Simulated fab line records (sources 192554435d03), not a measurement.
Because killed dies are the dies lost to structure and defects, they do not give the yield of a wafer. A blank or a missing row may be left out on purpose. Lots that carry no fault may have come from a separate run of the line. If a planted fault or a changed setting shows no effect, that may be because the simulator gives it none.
Chamber matching | flow n5_finfet | 4 sister chambers for N5_SDB_STRIP_21 on rie_diel-02
The step strips in CF4. 4 wafers are shown with their chamber, then 10 later ones without.

EACH WAFER AND ITS CHAMBER
wafer  | chamber | drypump_motor_current_A (A)
L085.2 | 2       | 6.4
L085.3 | 0       | 4.8
L087.2 | 3       | 5.2
L087.3 | 1       | 5.0

WAFERS WITH NO CHAMBER GIVEN
wafer  | drypump_motor_current_A (A)
L087.4 | 6.3
L091.1 | 5.2
L091.5 | 5.2
L091.6 | 6.4
L093.2 | 6.4
L093.4 | 6.4
L093.6 | 4.9
L094.2 | 5.0
L094.3 | 6.4
L094.5 | 6.3

WHICH CHAMBER EACH ONE RAN IN
wafer  | from the rows above     | in truth
L087.4 | 2                       | 2
L091.1 | 3                       | 3
L091.5 | 3                       | 3
L091.6 | 2                       | 2
L093.2 | 2                       | 2
L093.4 | 2                       | 2
L093.6 | can't be placed: 1 or 0 | 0
L094.2 | 1                       | 1
L094.3 | 2                       | 2
L094.5 | 2                       | 2
9 of 10 placed correctly. From these rows, 1 cannot be placed; in 1 the true chamber is one of the candidates. 0 placed wrongly.
How it was worked out, from the rows above alone: a wafer's distance from a chamber is the root of the sum, over the readings, of the square of ((its reading less the chamber's mean) divided by the reading's scatter). The wafer belongs to the nearest chamber; if the next one is less than 2 further off, it can't be placed. The mean given for a chamber averages the wafers shown for that chamber. The scatter: root of mean squared gap, hidden wafer to nearest shown wafer, with one shown wafer a chamber.
